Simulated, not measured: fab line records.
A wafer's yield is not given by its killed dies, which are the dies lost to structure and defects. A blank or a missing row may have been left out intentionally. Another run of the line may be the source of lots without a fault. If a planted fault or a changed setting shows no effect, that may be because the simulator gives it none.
Matching of chambers | flow n5-finfet | N5_BEOL_M5_DEP_56 on pecvd-01: 3 sister chambers
The step deposits SiCN from 3MS/NH3, target thk 8 nm, time 14 s. 3 wafers are shown with their chamber, then 9 later ones without.

WAFERS PAIRED WITH THEIR CHAMBERS
wafer  | chamber | throttle-valve-pct (%)
L080.5 | 0       | 10.0
L086.5 | 2       | 8.6
L086.6 | 1       | 9.2

WAFERS MISSING THEIR CHAMBER
wafer  | throttle-valve-pct (%)
L097.3 | 8.6
L097.4 | 8.5
L097.5 | 9.0
L092.1 | 8.8
L092.2 | 10.1
L092.5 | 8.9
L089.1 | 9.9
L089.2 | 8.7
L089.3 | 9.0

WHICH CHAMBER EACH ONE RAN IN
wafer  | from the rows above     | in truth
L097.3 | 2                       | 2
L097.4 | 2                       | 2
L097.5 | can't be placed: 1 or 2 | 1
L092.1 | can't be placed: 2 or 1 | 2
L092.2 | 0                       | 0
L092.5 | can't be placed: 1 or 2 | 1
L089.1 | 0                       | 0
L089.2 | 2                       | 2
L089.3 | can't be placed: 1 or 2 | 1
Correct placement for 5 of the 9. These rows do not allow placing 4 (true chamber among the candidates in 4). Placed wrongly: 0.
How it was worked out, from the rows above alone: a wafer's distance from a chamber is the root of the sum, over the readings, of the square of ((its reading less the chamber's mean) divided by the reading's scatter). The wafer belongs to the nearest chamber; if the next one is less than 2 further off, it can't be placed. The mean given for a chamber averages the wafers shown for that chamber. The scatter (one wafer shown for each chamber): square how far every hidden wafer sits from the nearest shown wafer, average those squares and take the square root.
